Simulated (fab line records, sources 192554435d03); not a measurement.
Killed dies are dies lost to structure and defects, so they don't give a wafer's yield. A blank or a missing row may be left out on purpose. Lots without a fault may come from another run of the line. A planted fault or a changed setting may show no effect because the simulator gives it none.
fab line records | flow n5_finfet
record lots=24 wafers=72 last_day=17
route steps=1938 shown BEOL_M0_CUTY@710 BEOL_M0@722
lots that met no fault: from a run of the same line without faults
start_h: hours from the record's first day to the start of the lot's first wafer shown | wait_h: hours since the lot's step before | " the same as in the row above | L1.1+2: a row that stands for several wafers | - no value, or no start given | * or withheld: withheld | < > ~ a bound
route shown NAME@n: a module of which the file shows steps, and the number in the route of the first | usual: mean/standard deviation of fault-free wafers | same: alike in all rows | chamber/n: place in a boat | sites: the reading at each site | _std_site: their standard deviation | _edge_site: outer sites' mean less inner sites' | radius_mm: how far each site lies from the wafer's centre | mask NAME#n: copy n | behind: the tool/chamber that last shaped the wafer | hold: why the lot was held/for how many hours/how that ended | device: the transistor (n, p or np) that didn't switch | end of line: the same wafers' tests at the end of the route | a step without rows: its recipe alone | killed: dies lost to structure and defects at the first sort, not the wafer's yield | map: a wafer's dies, x killed, . not, _ none there
set.NAME: the setting as run; set.NAME@STEP: as run at that earlier step | model.NAME: the simulator's own value behind a step, which no gauge read
steps of the route over a sample of lots; a table a step, a row a wafer
services: from which hour (start_h, from the record's first day; less than 0 if before it) a tool's chamber was out of use, for how many hours, and why
## steps
# step N5_BEOL_M0_CUTY_INSPECT_59
# recipe mode=adi inspect_instrument=macro
# usual raw_defect_count=1.9/1.3
# columns lot.wafer tool chamber start_h wait_h raw_defect_count
L074.4 defect_inspect-02 - 112.15 0.0 2
L074.5 " - " " 3
L074.6 " - " " 5
L075.1 defect_inspect-02 - 120.72 0.0 4
L075.3 " - " " 4
L075.6 " - " " 0
L076.1 defect_inspect-01 - 128.09 0.0 1
L076.3 " - " " 0
L076.5 " - " " 3
L077.1 defect_inspect-01 - 135.36 0.0 0
L077.2 " - " " 4
L077.5 " - " " 1
L078.1 defect_inspect-01 - 139.98 0.0 4
L078.3 " - " " 2
L078.5 " - " " 2
L079.2 defect_inspect-02 - 145.15 0.0 2
L079.4 " - " " 2
L079.5 " - " " 4
L080.1 defect_inspect-01 - 145.64 0.0 0
L080.4 " - " " 4
L080.6 " - " " 1
L081.3 defect_inspect-01 - 157.46 0.0 2
L081.4 " - " " 1
L081.5 " - " " 0
L082.2 defect_inspect-02 - 164.46 0.0 4
L082.3 " - " " 2
L082.6 " - " " 3
L083.3 defect_inspect-02 - 170.52 0.0 0
L083.4 " - " " 1
L083.5 " - " " 5
L084.4 defect_inspect-02 - 175.30 0.0 0
L084.5 " - " " 2
L084.6 " - " " 2
L085.2 defect_inspect-01 - 181.08 0.0 1
L085.4 " - " " 3
L085.5 " - " " 2
L086.1 defect_inspect-01 - 183.14 0.0 0
L086.2 " - " " 3
L086.6 " - " " 1
L087.1 defect_inspect-02 - 189.98 0.0 2
L087.2 " - " " 2
L087.3 " - " " 2
L088.1 defect_inspect-01 - 201.64 0.0 2
L088.4 " - " " 2
L088.5 " - " " 3
L089.1 defect_inspect-01 - 205.61 0.0 2
L089.3 " - " " 1
L089.6 " - " " 4
L090.3 defect_inspect-01 - 209.25 0.0 1
L090.4 " - " " 3
L090.6 " - " " 1
L091.1 defect_inspect-02 - 217.10 0.0 1
L091.2 " - " " 1
L091.6 " - " " 2
L092.1 defect_inspect-01 - 222.39 0.0 3
L092.2 " - " " 3
L092.3 " - " " 2
L093.3 defect_inspect-02 - 228.36 0.0 2
L093.4 " - " " 3
L093.6 " - " " 2
L094.1 defect_inspect-01 - 234.87 0.0 2
L094.4 " - " " 1
L094.6 " - " " 4
L095.1 defect_inspect-02 - 243.61 0.0 1
L095.4 " - " " 1
L095.5 " - " " 0
L097.2 defect_inspect-01 - 251.73 0.0 1
L097.3 " - " " 1
L097.6 " - " " 2
L096.3 defect_inspect-02 - 254.90 0.0 4
L096.4 " - " " 2
L096.6 " - " " 2
# step N5_BEOL_M0_STRIP_142
# recipe chemistry=N2/H2 time_s=10 power_w=450 temp_c=40 pressure_mtorr=20 rf_frequency_hz=6e+07 bias_power_w=7 n2_flow_sccm=200 h2_flow_sccm=200
# usual bias_power_w=7.001/0.02 drypump_motor_current_A=5.9/0.36 h2_flow_sccm=199.9/0.61 oes_product_au=0.76/0.085 rf_vpp_V=59.3/0.83 showerhead_plenum_p_Torr=2.57/0.072 throttle_valve_pct=23.7/0.34
# columns lot.wafer tool chamber start_h wait_h bias_power_w drypump_motor_current_A h2_flow_sccm oes_product_au rf_hours_counter_h rf_vpp_V showerhead_plenum_p_Torr throttle_valve_pct
L074.4 rie_diel-04 0 114.63 0.0 6.992 6.3 199.4 0.73 204 58.9 2.63 23.7
L074.5 " 1 " " 7.003 6.5 199.9 0.70 - 58.7 2.62 23.7
L074.6 " 0 " " 7.011 6.4 199.4 0.73 - 59.3 2.63 23.7
L075.1 rie_diel-05 2 124.04 0.0 7.004 5.5 200.6 0.88 33 57.7 2.58 23.5
L075.3 " 1 " " 7.019 5.5 198.4 0.72 167 60.1 2.65 23.8
L075.6 " 1 " " 7.006 5.5 198.4 0.72 - 59.4 2.65 23.8
L076.1 rie_diel-03 1 131.08 0.0 7.008 5.4 199.0 0.75 149 58.0 2.44 23.3
L076.3 " 3 " " 7.008 5.5 199.5 0.73 164 60.2 2.53 23.9
L076.5 " 2 " " 7.015 5.8 199.9 0.92 - 60.3 2.69 23.2
L077.1 rie_diel-03 0 136.59 0.0 6.993 5.7 199.8 0.68 218 59.6 2.61 23.9
L077.2 " 1 " " 7.030 5.4 200.4 0.75 151 59.4 2.43 23.2
L077.5 " 2 " " 7.003 5.8 200.9 0.91 - 59.9 2.69 23.2
L078.1 rie_diel-03 0 141.61 0.0 7.012 5.6 200.9 0.68 219 58.7 2.61 23.9
L078.3 " 1 " " 6.980 5.4 200.0 0.74 153 60.3 2.43 23.2
L078.5 " 0 " " 7.005 5.7 200.6 0.68 - 59.3 2.61 23.9
L079.2 rie_diel-03 1 147.13 0.0 6.989 5.5 200.2 0.74 155 59.9 2.43 23.3
L079.4 " 0 " " 7.009 5.7 200.1 0.68 222 58.8 2.61 23.9
L079.5 " 2 " " 7.008 5.7 200.1 0.90 - 59.8 2.69 23.2
L080.1 rie_diel-03 2 148.28 0.0 7.029 5.8 198.1 0.91 38 58.5 2.69 23.2
L080.4 " 3 " " 6.958 5.5 200.6 0.74 170 59.8 2.53 23.9
L080.6 " 3 " " 6.992 5.6 200.0 0.74 - 59.2 2.53 23.9
L081.3 rie_diel-04 3 160.39 0.0 7.009 6.3 198.9 0.76 170 60.1 2.53 23.9
L081.4 " 2 " " 7.039 6.1 200.1 0.77 156 59.7 2.55 24.3
L081.5 " 3 " " 7.005 6.3 199.3 0.75 - 58.1 2.53 23.9
L082.2 rie_diel-03 2 165.28 0.0 6.987 5.7 201.1 0.90 44 59.1 2.69 23.2
L082.3 " 3 " " 6.997 5.6 200.4 0.73 175 58.4 2.53 23.9
L082.6 " 1 " " 6.989 5.4 199.8 0.74 - 59.6 2.43 23.2
L083.3 rie_diel-04 2 173.84 0.0 6.993 6.1 200.0 0.75 161 59.3 2.54 24.3
L083.4 " 3 " " 7.023 6.3 199.4 0.74 176 61.1 2.53 23.9
L083.5 " 0 " " 6.977 6.3 200.4 0.70 - 59.2 2.62 23.7
L084.4 rie_diel-03 3 176.44 0.0 6.975 5.5 199.7 0.72 181 58.5 2.53 23.9
L084.5 " 3 " " 6.987 5.5 200.6 0.73 - 59.4 2.53 23.9
L084.6 " 0 " " 6.985 5.7 199.6 0.67 - 59.1 2.61 23.9
L085.2 rie_diel-04 1 182.08 0.0 7.007 6.5 198.5 0.69 245 58.0 2.61 23.7
L085.4 " 0 " " 6.982 6.3 199.1 0.72 228 60.3 2.62 23.8
L085.5 " 2 " " 7.018 6.1 199.8 0.75 - 57.8 2.54 24.3
L086.1 rie_diel-04 3 187.88 0.0 7.023 6.2 199.2 0.74 180 59.4 2.53 23.9
L086.2 " 1 " " 6.981 6.4 200.4 0.67 247 59.2 2.61 23.7
L086.6 " 1 " " 6.990 6.5 199.6 0.68 - 59.8 2.61 23.7
L087.1 rie_diel-04 2 190.88 0.0 7.017 6.1 199.7 0.75 166 60.0 2.54 24.3
L087.2 " 0 " " 7.013 6.3 199.6 0.71 231 58.9 2.62 23.8
L087.3 " 3 " " 6.974 6.2 199.7 0.74 181 60.5 2.53 23.9
L088.1 rie_diel-05 1 203.03 0.0 7.009 5.5 199.4 0.69 194 57.2 2.64 23.8
L088.4 " 3 " " 7.033 5.8 200.2 0.84 61 56.9 2.46 23.4
L088.5 " 3 " " 7.034 5.8 200.7 0.84 - 58.8 2.46 23.4
L089.1 rie_diel-03 0 207.24 0.0 6.994 5.7 200.6 0.67 242 58.4 2.60 23.9
L089.3 " 1 " " 7.005 5.5 199.6 0.73 175 59.2 2.42 23.3
L089.6 " 0 " " 7.015 5.7 200.5 0.66 - 59.5 2.60 23.9
L090.3 rie_diel-03 2 211.95 0.0 6.998 5.8 201.5 0.87 58 59.4 2.68 23.2
L090.4 " 1 " " 7.005 5.4 200.4 0.73 177 57.8 2.42 23.3
L090.6 " 3 " " 6.946 5.5 200.6 0.72 - 60.0 2.52 23.9
L091.1 rie_diel-03 3 218.10 0.0 6.996 5.5 199.6 0.73 192 58.5 2.52 23.9
L091.2 " 2 " " 7.001 5.8 199.3 0.87 60 59.0 2.68 23.2
L091.6 " 0 " " 7.016 5.7 199.5 0.67 - 60.6 2.60 23.9
L092.1 rie_diel-04 2 224.54 0.0 7.007 6.1 199.7 0.74 181 60.0 2.54 24.3
L092.2 " 1 " " 7.014 6.5 199.4 0.97 5 57.9 2.60 23.5
L092.3 " 3 " " 6.999 6.2 199.6 0.73 195 58.5 2.52 23.9
L093.3 rie_diel-04 0 229.78 0.0 7.027 6.3 200.5 0.70 247 58.8 2.61 23.8
L093.4 " 2 " " 7.016 6.1 199.4 0.74 182 60.5 2.53 24.3
L093.6 " 2 " " 7.022 6.1 199.2 0.74 - 59.5 2.53 24.3
L094.1 rie_diel-04 1 240.99 0.0 6.974 6.4 200.1 0.95 10 58.7 2.60 23.5
L094.4 " 2 " " 6.989 6.1 199.8 0.72 186 59.6 2.53 24.3
L094.6 " 1 " " 6.997 6.4 200.4 0.96 - 57.6 2.60 23.5
L095.1 rie_diel-04 3 245.57 0.0 6.960 6.3 200.0 0.73 201 59.1 2.52 23.9
L095.4 " 1 " " 7.012 6.5 200.1 0.95 - 58.9 2.60 23.5
L095.5 " 3 " " 6.983 6.2 199.8 0.72 - 59.0 2.52 23.9
L097.2 rie_diel-05 2 252.54 0.0 6.976 5.5 199.1 0.82 78 59.5 2.56 23.5
L097.3 " 0 " " 6.996 5.6 199.7 0.82 62 59.6 2.68 23.2
L097.6 " 2 " " 6.992 5.5 199.4 0.83 - 58.6 2.56 23.5
L096.3 rie_diel-04 3 257.51 0.0 6.996 6.3 199.8 0.71 208 60.4 2.52 23.9
L096.4 " 2 " " 7.008 6.1 199.4 0.72 195 59.7 2.53 24.3
L096.6 " 2 " " 7.004 6.1 199.6 0.73 - 57.9 2.53 24.4
# step N5_BEOL_M0_DEGAS_112
# recipe ambient=vacuum temp_c=250 time_s=60
# usual heater_power_w=349/28
# columns lot.wafer tool chamber start_h wait_h heater_power_w
L074.4 pvd_sputter-03 - 115.97 0.5 378
L074.5 " - " " 341
L074.6 " - " " 389
L075.1 pvd_sputter-01 - 124.79 0.0 342
L075.3 " - " " 351
L075.6 " - " " 347
L076.1 pvd_sputter-01 - 131.76 0.0 336
L076.3 " - " " 340
L076.5 " - " " 345
L077.1 pvd_sputter-02 - 137.88 1.0 322
L077.2 " - " " 360
L077.5 " - " " 349
L078.1 pvd_sputter-02 - 142.70 0.7 344
L078.3 " - " " 439
L078.5 " - " " 431
L079.2 pvd_sputter-03 - 148.35 0.9 353
L079.4 " - " " 377
L079.5 " - " " 322
L080.1 pvd_sputter-03 - 148.94 0.0 384
L080.4 " - " " 322
L080.6 " - " " 331
L081.3 pvd_sputter-01 - 161.76 1.0 340
L081.4 " - " " 358
L081.5 " - " " 332
L082.2 pvd_sputter-02 - 167.65 1.9 362
L082.3 " - " " 431
L082.6 " - " " 328
L083.3 pvd_sputter-03 - 174.83 0.7 382
L083.4 " - " " 322
L083.5 " - " " 374
L084.4 pvd_sputter-02 - 177.09 0.3 342
L084.5 " - " " 344
L084.6 " - " " 434
L085.2 pvd_sputter-01 - 182.90 0.5 344
L085.4 " - " " 335
L085.5 " - " " 339
L086.1 pvd_sputter-01 - 189.08 0.9 354
L086.2 " - " " 340
L086.6 " - " " 336
L087.1 pvd_sputter-01 - 191.74 0.5 357
L087.2 " - " " 344
L087.3 " - " " 339
L088.1 pvd_sputter-03 - 203.57 0.2 345
L088.4 " - " " 323
L088.5 " - " " 322
L089.1 pvd_sputter-03 - 209.07 1.5 325
L089.3 " - " " 321
L089.6 " - " " 326
L090.3 pvd_sputter-02 - 212.39 0.1 435
L090.4 " - " " 310
L090.6 " - " " 340
L091.1 pvd_sputter-01 - 218.79 0.3 349
L091.2 " - " " 333
L091.6 " - " " 344
L092.1 pvd_sputter-03 - 225.22 0.3 333
L092.2 " - " " 349
L092.3 " - " " 377
L093.3 pvd_sputter-03 - 231.55 0.9 328
L093.4 " - " " 328
L093.6 " - " " 333
L094.1 pvd_sputter-02 - 241.75 0.4 318
L094.4 " - " " 433
L094.6 " - " " 343
L095.1 pvd_sputter-03 - 246.53 0.1 320
L095.4 " - " " 323
L095.5 " - " " 378
L097.2 pvd_sputter-03 - 253.33 0.5 327
L097.3 " - " " 317
L097.6 " - " " 326
L096.3 pvd_sputter-02 - 258.06 0.2 322
L096.4 " - " " 432
L096.6 " - " " 345
# step N5_BEOL_M0_ANNEAL_133
# recipe temp_c=400 time_s=60 ambient=vacuum
# usual heater_power_w=874/71
# columns lot.wafer tool chamber start_h wait_h heater_power_w
L074.4 pvd_sputter-01 - 116.82 0.0 868
L074.5 " - " " 848
L074.6 " - " " 871
L075.1 pvd_sputter-02 - 125.56 0.0 1119
L075.3 " - " " 912
L075.6 " - " " 898
L076.1 pvd_sputter-03 - 132.49 0.0 796
L076.3 " - " " 816
L076.5 " - " " 924
L077.1 pvd_sputter-01 - 138.63 0.0 875
L077.2 " - " " 862
L077.5 " - " " 898
L078.1 pvd_sputter-03 - 143.90 0.0 941
L078.3 " - " " 807
L078.5 " - " " 871
L079.2 pvd_sputter-01 - 149.05 0.0 857
L079.4 " - " " 839
L079.5 " - " " 883
L080.1 pvd_sputter-03 - 149.66 0.0 876
L080.4 " - " " 972
L080.6 " - " " 816
L081.3 pvd_sputter-01 - 163.88 0.0 852
L081.4 " - " " 866
L081.5 " - " " 851
L082.2 pvd_sputter-02 - 168.37 0.0 904
L082.3 " - " " 882
L082.6 " - " " 860
L083.3 pvd_sputter-01 - 175.88 0.0 830
L083.4 " - " " 838
L083.5 " - " " 839
L084.4 pvd_sputter-03 - 177.87 0.0 815
L084.5 " - " " 812
L084.6 " - " " 795
L085.2 pvd_sputter-03 - 185.34 0.0 802
L085.4 " - " " 823
L085.5 " - " " 808
L086.1 pvd_sputter-01 - 190.34 0.0 817
L086.2 " - " " 873
L086.6 " - " " 849
L087.1 pvd_sputter-02 - 192.55 0.0 864
L087.2 " - " " 789
L087.3 " - " " 921
L088.1 pvd_sputter-01 - 204.56 0.0 823
L088.4 " - " " 883
L088.5 " - " " 872
L089.1 pvd_sputter-03 - 210.01 0.0 941
L089.3 " - " " 876
L089.6 " - " " 958
L090.3 pvd_sputter-02 - 214.87 0.0 900
L090.4 " - " " 1070
L090.6 " - " " 1054
L091.1 pvd_sputter-02 - 219.90 0.0 864
L091.2 " - " " 794
L091.6 " - " " 901
L092.1 pvd_sputter-02 - 226.10 0.0 881
L092.2 " - " " 1079
L092.3 " - " " 792
L093.3 pvd_sputter-01 - 232.36 0.0 895
L093.4 " - " " 877
L093.6 " - " " 848
L094.1 pvd_sputter-02 - 242.81 0.0 1095
L094.4 " - " " 910
L094.6 " - " " 911
L095.1 pvd_sputter-02 - 248.46 0.0 851
L095.4 " - " " 907
L095.5 " - " " 927
L097.2 pvd_sputter-02 - 254.31 0.0 1068
L097.3 " - " " 784
L097.6 " - " " 1049
L096.3 pvd_sputter-03 - 260.21 0.0 807
L096.4 " - " " 939
L096.6 " - " " 792
# step N5_BEOL_M0_ANNEAL_119
# recipe temp_c=225 time_s=90 ambient=N2
# usual wafer_temp_C_max=226.0/0.36
# columns lot.wafer tool chamber start_h wait_h wafer_temp_C_max
L074.4 rtp_anneal-01 0 117.31 0.2 225.6
L074.5 " 0 " " 225.7
L074.6 " 0 " " 225.3
L075.1 rtp_anneal-01 0 125.92 0.1 225.8
L075.3 " 0 " " 225.8
L075.6 " 0 " " 226.0
L076.1 rtp_anneal-01 0 132.84 0.1 226.1
L076.3 " 0 " " 226.0
L076.5 " 0 " " 226.0
L077.1 rtp_anneal-01 0 138.99 0.1 225.7
L077.2 " 0 " " 225.8
L077.5 " 0 " " 225.9
L078.1 rtp_anneal-01 0 144.25 0.1 225.6
L078.3 " 0 " " 225.4
L078.5 " 0 " " 225.8
L079.2 rtp_anneal-01 0 150.35 1.0 225.8
L079.4 " 0 " " 225.9
L079.5 " 0 " " 225.5
L080.1 rtp_anneal-01 0 150.57 0.6 225.8
L080.4 " 0 " " 225.8
L080.6 " 0 " " 225.9
L081.3 rtp_anneal-01 0 164.32 0.1 225.9
L081.4 " 0 " " 225.9
L081.5 " 0 " " 225.6
L082.2 rtp_anneal-02 0 168.96 0.3 225.9
L082.3 " 0 " " 226.3
L082.6 " 0 " " 226.2
L083.3 rtp_anneal-01 0 176.34 0.1 225.9
L083.4 " 0 " " 225.9
L083.5 " 0 " " 225.8
L084.4 rtp_anneal-02 0 178.37 0.2 226.4
L084.5 " 0 " " 226.6
L084.6 " 0 " " 226.4
L085.2 rtp_anneal-01 0 185.74 0.1 225.8
L085.4 " 0 " " 225.9
L085.5 " 0 " " 225.8
L086.1 rtp_anneal-01 0 190.70 0.1 226.0
L086.2 " 0 " " 226.3
L086.6 " 0 " " 226.0
L087.1 rtp_anneal-01 0 192.90 0.1 225.8
L087.2 " 0 " " 225.6
L087.3 " 0 " " 225.5
L088.1 rtp_anneal-01 0 204.92 0.1 226.1
L088.4 " 0 " " 226.3
L088.5 " 0 " " 225.9
L089.1 rtp_anneal-02 0 210.37 0.1 226.2
L089.3 " 0 " " 226.7
L089.6 " 0 " " 226.6
L090.3 rtp_anneal-02 0 215.32 0.1 226.5
L090.4 " 0 " " 226.7
L090.6 " 0 " " 225.9
L091.1 rtp_anneal-02 0 220.40 0.2 226.4
L091.2 " 0 " " 226.2
L091.6 " 0 " " 226.7
L092.1 rtp_anneal-01 0 226.46 0.1 225.7
L092.2 " 0 " " 225.7
L092.3 " 0 " " 225.8
L093.3 rtp_anneal-02 0 232.81 0.1 226.6
L093.4 " 0 " " 226.6
L093.6 " 0 " " 226.3
L094.1 rtp_anneal-02 0 243.22 0.1 226.6
L094.4 " 0 " " 226.6
L094.6 " 0 " " 226.8
L095.1 rtp_anneal-02 0 248.83 0.1 226.4
L095.4 " 0 " " 226.4
L095.5 " 0 " " 226.3
L097.2 rtp_anneal-02 0 254.98 0.4 226.4
L097.3 " 0 " " 225.9
L097.6 " 0 " " 226.1
L096.3 rtp_anneal-01 0 260.65 0.1 225.6
L096.4 " 0 " " 225.9
L096.6 " 0 " " 225.5
# step N5_BEOL_M0_PRE_CLEAN_131
# recipe gas=NH3/H2 time_s=15 temp_c=* rf_power_w=300
# usual heater_power_w=84/19
# columns lot.wafer tool chamber start_h wait_h heater_power_w
L074.4 cvd_co-01 2 117.82 0.1 78
L074.5 " 0 " " 69
L074.6 " 2 " " 77
L075.1 cvd_co-02 0 126.55 0.0 113
L075.3 " 2 " " 67
L075.6 " 2 " " 67
L076.1 cvd_co-01 2 133.47 0.0 79
L076.3 " 2 " " 76
L076.5 " 0 " " 71
L077.1 cvd_co-02 0 139.62 0.0 114
L077.2 " 1 " " 67
L077.5 " 2 " " 65
L078.1 cvd_co-02 0 144.88 0.0 111
L078.3 " 1 " " 68
L078.5 " 2 " " 66
L079.2 cvd_co-02 2 150.95 0.0 66
L079.4 " 2 " " 65
L079.5 " 0 " " 114
L080.1 cvd_co-02 1 151.22 0.0 69
L080.4 " 1 " " 68
L080.6 " 2 " " 64
L081.3 cvd_co-01 0 164.87 0.0 70
L081.4 " 1 " " 111
L081.5 " 2 " " 76
L082.2 cvd_co-01 2 169.54 0.0 77
L082.3 " 0 " " 74
L082.6 " 1 " " 112
L083.3 cvd_co-02 1 176.88 0.0 70
L083.4 " 2 " " 67
L083.5 " 1 " " 70
L084.4 cvd_co-01 0 178.89 0.1 72
L084.5 " 2 " " 78
L084.6 " 1 " " 112
L085.2 cvd_co-01 1 186.33 0.0 108
L085.4 " 2 " " 78
L085.5 " 0 " " 70
L086.1 cvd_co-02 0 191.33 0.0 114
L086.2 " 1 " " 67
L086.6 " 0 " " 113
L087.1 cvd_co-01 0 193.53 0.0 70
L087.2 " 2 " " 79
L087.3 " 1 " " 110
L088.1 cvd_co-02 1 205.55 0.0 68
L088.4 " 2 " " 66
L088.5 " 1 " " 69
L089.1 cvd_co-01 1 211.00 0.0 110
L089.3 " 2 " " 80
L089.6 " 0 " " 72
L090.3 cvd_co-01 1 215.93 0.1 111
L090.4 " 2 " " 78
L090.6 " 0 " " 70
L091.1 cvd_co-01 1 221.03 0.0 111
L091.2 " 0 " " 70
L091.6 " 2 " " 77
L092.1 cvd_co-02 0 227.09 0.0 115
L092.2 " 1 " " 66
L092.3 " 2 " " 64
L093.3 cvd_co-01 0 233.37 0.1 71
L093.4 " 2 " " 77
L093.6 " 1 " " 112
L094.1 cvd_co-01 2 243.86 0.0 78
L094.4 " 0 " " 72
L094.6 " 1 " " 115
L095.1 cvd_co-01 0 249.81 0.1 71
L095.4 " 2 " " 77
L095.5 " 0 " " 72
L097.2 cvd_co-01 2 255.57 0.0 80
L097.3 " 0 " " 71
L097.6 " 2 " " 77
L096.3 cvd_co-01 0 261.70 0.3 72
L096.4 " 1 " " 114
L096.6 " 2 " " 80
## services
# columns tool chamber start_h hours kind
pvd_sputter-03 - 92.09 4.6 repair
rie_diel-03 3 95.34 22.6 repair
rie_diel-03 0 103.91 18.7 repair
pvd_sputter-02 - 106.02 18.2 repair
rie_diel-03 - 112.50 2.8 repair
cvd_co-01 1 114.69 - clean
cvd_co-01 1 114.69 22.0 scheduled_down
cvd_co-01 1 114.69 22.0 vent_cycle
rie_diel-04 2 116.92 6.0 repair
pvd_sputter-03 - 131.77 0.5 repair
pvd_sputter-03 - 135.06 2.9 repair
rtp_anneal-02 - 151.31 10.7 pm
rie_diel-04 1 198.07 - clean
rie_diel-04 1 198.07 - consumable_replace:focus_ring
rie_diel-04 1 198.07 16.8 scheduled_down
rie_diel-04 1 198.07 16.8 vent_cycle
cvd_co-02 1 213.85 10.7 repair
rie_diel-05 0 219.57 8.4 repair
cvd_co-02 - 230.19 6.9 pm
rie_diel-05 2 241.26 2.6 repair
cvd_co-02 - 245.69 0.2 repair
cvd_co-02 0 253.16 4.1 repair
rie_diel-05 0 255.58 11.1 repair
cvd_co-02 - 259.70 28.1 pm
## key
fault none
